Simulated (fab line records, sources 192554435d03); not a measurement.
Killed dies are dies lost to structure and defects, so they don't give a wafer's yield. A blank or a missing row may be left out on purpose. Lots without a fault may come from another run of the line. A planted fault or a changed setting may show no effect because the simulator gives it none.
Split-lot experiment | flow n5_finfet | 7 lots, 21 wafers read, on a route of 1938 steps

THE SPLIT
At N5_BEOL_M5_ETCH_72 (etches underlayer in N2/H2, target depth 6.5 nm, time 5.2 s), the setting bias_w was moved away from the recipe's 150 W on 9 of the 21 wafers read, by -12.7% to +13.9%. The other wafers ran this setting at the recipe's value.

The reading is taken at the split's own step.

THE READING
rf_vpp_V, in V, at N5_BEOL_M5_ETCH_72 (etches underlayer in N2/H2, target depth 6.5 nm, time 5.2 s). Fault-free wafers of this fab line usually give 523 V, standard deviation 3.1 V.

wafer  | tool, chamber at the split | bias_w as run, W | against the recipe | rf_vpp_V, V | against lot-mates on the recipe
L080.1 | rie_diel-06, 0             | 142.6            | -4.9%              | 505         | -14
L080.4 | rie_diel-06, 3             | 150              | recipe             | 519         | -
L080.5 | rie_diel-06, 2             | 142.6            | -4.9%              | 508         | -11
L083.2 | rie_diel-06, 2             | 150              | recipe             | 525         | -
L083.3 | rie_diel-06, 0             | 150              | recipe             | 523         | -
L083.4 | rie_diel-06, 3             | 150              | recipe             | 519         | -
L084.3 | rie_diel-06, 3             | 130.9            | -12.7%             | 478         | -41
L084.4 | rie_diel-06, 2             | 130.9            | -12.7%             | 482         | -37
L084.6 | rie_diel-06, 1             | 150              | recipe             | 519         | -
L085.3 | rie_diel-04, 0             | 136.3            | -9.1%              | 493         | no lot-mate on the recipe
L085.4 | rie_diel-04, 0             | 136.3            | -9.1%              | 490         | no lot-mate on the recipe
L085.6 | rie_diel-04, 2             | 136.3            | -9.1%              | 495         | no lot-mate on the recipe
L076.1 | rie_diel-04, 0             | 150              | recipe             | 520         | -
L076.2 | rie_diel-04, 2             | 150              | recipe             | 528         | -
L076.3 | rie_diel-04, 1             | 150              | recipe             | 527         | -
L090.1 | rie_diel-06, 0             | 150              | recipe             | 521         | -
L090.3 | rie_diel-06, 2             | 150              | recipe             | 527         | -
L090.4 | rie_diel-06, 1             | 150              | recipe             | 521         | -
L093.1 | rie_diel-02, 3             | 150              | recipe             | 523         | -
L093.3 | rie_diel-02, 2             | 170.9            | +13.9%             | 567         | +44
L093.5 | rie_diel-02, 2             | 170.9            | +13.9%             | 570         | +47

THE FIT
A straight line over all 21 wafers: rf_vpp_V changes by +3.31 V for each +1% of bias_w; r = +0.99; the points scatter about the line by 2.9 V.
The same after taking each lot's own level away (the mean of its wafers on the recipe; 18 wafers): +3.14 V for each +1%; r = +0.99; scatter 2.7 V.
On that fit, the largest move of bias_w shifts the reading by 44 V.
The lots' own levels span 519.0 to 525.0 V, that is 1.9 times the standard deviation above.
So the lot-to-lot level changes the slope little: the two slopes agree.
Check: with one of the wafers moved furthest among these (+13.9%) left out of the fit, the line predicts +44.5 V for it against its lot-mates. It came out at +44 V against them.
Tool readings at the split's step, against how far the setting was moved: rf_vpp_V r = +0.99.

OTHER SPLITS ON THESE WAFERS
These wafers also went through other splits before the reading. Each is held against what the fit with the lots' levels taken away leaves over:
other split on the same wafers           | wafers away from the commonest value | r with rf_vpp_V (lot level and that fit taken away)
N5_MOL_CONTACT_COAG_DESCUM_45 time_s     | 7                                    | +0.12
N5_MOL_CONTACT_COAG_ETCH_67 source_w     | 5                                    | -0.19
N5_MOL_CONTACT_COAG_CVD_140 target_thk_a | 9                                    | +0.16
N5_BEOL_M0_SAQP_PECVD_00 time_s          | 6                                    | +0.07
N5_BEOL_M1_COAT_05 spin_rpm              | 10                                   | +0.02
N5_BEOL_M1_ETCH_64 time_s                | 7                                    | -0.05
N5_BEOL_M3_HM_DEP_02 target_thk_a        | 7                                    | +0.23
N5_BEOL_M4_DESCUM_16 time_s              | 6                                    | -0.33
N5_BEOL_M4_ETCH_64 bias_w                | 10                                   | -0.03

THE FILE'S OWN FIT
rf_vpp_V changes by +3.16 V for each +1% of bias_w, r = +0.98.
